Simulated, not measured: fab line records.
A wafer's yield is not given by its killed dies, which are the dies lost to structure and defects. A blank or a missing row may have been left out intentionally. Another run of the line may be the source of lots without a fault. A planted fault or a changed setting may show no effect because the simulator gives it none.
A lot that was struck, set against a sound lot | flow n5Finfet | 16 steps out of a route of 1938
Sound: wafers L580.1, L580.4, L580.5. Struck: wafer L589.6 (L589.2, L589.3, from the same lot, were not struck and are left out); the cause is given at the end.
At each step with rows: each side's tool, then ch and its chambers, then its first start. Under that, the readings that differ: sound wafers | struck wafers | difference of the means | sigmas: that difference in standard deviations of wafers without a fault.
alike: same words and numbers on both sides, and readings whose means sit less than 2 such deviations apart. not compared: any withheld reading, any reading some wafer has no value for, any bound like >300 that may hide the same value, and any number with overlapping values for which the record gives no deviation.
A row with sigmas, a row that says differs or no value, or rows on one side alone: a step with any of these is where the two part. When numbers do not overlap yet have no deviation, they are printed without sigmas and do not part them. Lack of a reading on every wafer of one side parts them only where that side has two or more wafers.

N5_SDB_OVL_MEAS_12:
  sound on overlay-01 ch 0, day 4 12:30; struck on overlay-02 ch 0, day 6 22:10
  alike: SDB_OVL
N5_SDB_INSPECT_13: inspects for defects (brightfield).
  sound on defectInspect-01, day 4 12:31; struck on defectInspect-02, day 6 22:11
  alike: rawDefectCount
N5_SDB_DESCUM_16: chemistry O2, time 7.9 s.
  sound on rieDiel-05 ch 0,2,3, day 4 12:34; struck on rieDiel-05 ch 1, day 6 22:13
  alike: chamberPressureMTorr, drypumpMotorCurrentA, oesProductAu, rfVppV, showerheadPlenumPTorr, throttleValvePct
  not compared: rfHoursCounterH
N5_SDB_ETCH_17: etches SiARC in CF4, target depth 23.4 nm, time 39 s.
  sound on rieDiel-05 ch 0,2,3, day 4 12:35; struck on rieDiel-05 ch 1, day 6 22:16
  alike: biasW, chamberPressureMTorr, drypumpMotorCurrentA, etchRfOnTimeS, oesProductAu, rfVppV, showerheadPlenumPTorr, throttleValvePct
  not compared: rfHoursCounterH
N5_SDB_ETCH_18: etches SOC in N2/H2, target depth 100 nm, overetch 20 nm, time 150 s.
  sound on rieDiel-05 ch 0,2,3, day 4 12:38; struck on rieDiel-05 ch 1, day 6 22:17
  alike: biasW, chamberPressureMTorr, drypumpMotorCurrentA, n2FlowSccm, oesProductAu, rfVppV, showerheadPlenumPTorr, throttleValvePct
  not compared: rfHoursCounterH
then, 3 steps without rows for these wafers: N5_SDB_STRIP_19 (strips in N2/H2); N5_SDB_STRIP_21 (strips in CF4); N5_SDB_HM_OPEN_20 (chemistry CH3F/O2, target SiNx, stops on poly-Si, target depth 24 nm).
N5_SDB_STRIP_22: strips in N2/H2.
  sound on plasmaAsher-02 ch 0,1, day 4 12:52; struck on plasmaAsher-02 ch 0, day 6 22:32
  alike: drypumpMotorCurrentA, heaterPowerW, n2FlowSccm, oesProductAu, stripTimeToEndpointS
  not compared: rfHoursCounterH
then, 2 steps without rows for these wafers: N5_SDB_PRECLEAN_23 (cleans in dHF, time 30 s); N5_SDB_DUMMY_REMOVE_24 (chemistry TMAH, target poly-Si, stops on SiO2, target depth 142 nm, time 57 s, rinse time 30 s).
N5_SDB_ETCH_25: etches SiO2 in C4F6/O2, target depth 10 nm, time 3.3 s.
  sound on rieDiel-04 ch 0,1, day 4 13:05; struck on rieDiel-04 ch 3, day 6 23:02
  alike: biasW, chamberPressureMTorr, drypumpMotorCurrentA, oesProductAu, rfVppV, showerheadPlenumPTorr, throttleValvePct
  not compared: rfHoursCounterH
N5_SDB_CUT_ETCH_26: etches Si in HBr/Cl2/O2, target depth 129.6 nm, bt time 20 s, time 51.8 s.
  sound on rieSi-05 ch 1,2, day 4 13:10; struck on rieSi-05 ch 0, day 6 23:07
reading                                | sound             | struck | difference | sigmas
model.SDB.featureDepthNm (nm)          | 128.8 131.2 131.4 | 136    | +6         | 
model.etch.depthNm (nm)                | 128.9 131.3 131.4 | 136    | +5         | 
model.SiNx_of_SDB_HM_DEP_00.thkNm (nm) | 21.2 21.4 21.6    | 19.2   | -2.2       | 
  alike: chamberPressureMTorr, drypumpMotorCurrentA, mfcCl2Sccm, oesProductAu, throttleValvePct
  not compared: biasW, rfHoursCounterH
N5_SDB_PRECLEAN_38: cleans in dHF, time 10 s.
  sound on wetBench-01 ch 0,1,5, day 4 13:17; struck on wetBench-05 ch 5, day 6 23:14
reading                                | sound          | struck | difference | sigmas
model.SiNx_of_SDB_HM_DEP_00.thkNm (nm) | 21.2 21.4 21.4 | 19.2   | -2.1       | 
then, 1 step without rows for these wafers: N5_SDB_PRECLEAN_39 (cleans in O3/DIW, time 45 s).
-- the record jumps here: 4 days lie between the struck wafers' starts before and after (it left off in module SDB and takes up again in module BEOL_M4, whose first step shown is number 1111 of the route) --
N5_BEOL_M4_RC_MEAS_101:
  sound on prober-02 ch 0, day 9 18:14; struck on prober-01 ch 0, day 11 09:19
reading       | sound          | struck | difference | sigmas
DIBL_P (mV/V) | 36.7 36.1 34.7 | 31.6   | -4.2       | -3
  alike: DIBL_N, IOFF_N, IOFF_P, ION_N, ION_P, SS_N, SS_P, VT_N, VT_P

## WHERE THEY PART
N5_BEOL_M4_RC_MEAS_101 only, going by this record.

WHY: what had been put in by the simulator
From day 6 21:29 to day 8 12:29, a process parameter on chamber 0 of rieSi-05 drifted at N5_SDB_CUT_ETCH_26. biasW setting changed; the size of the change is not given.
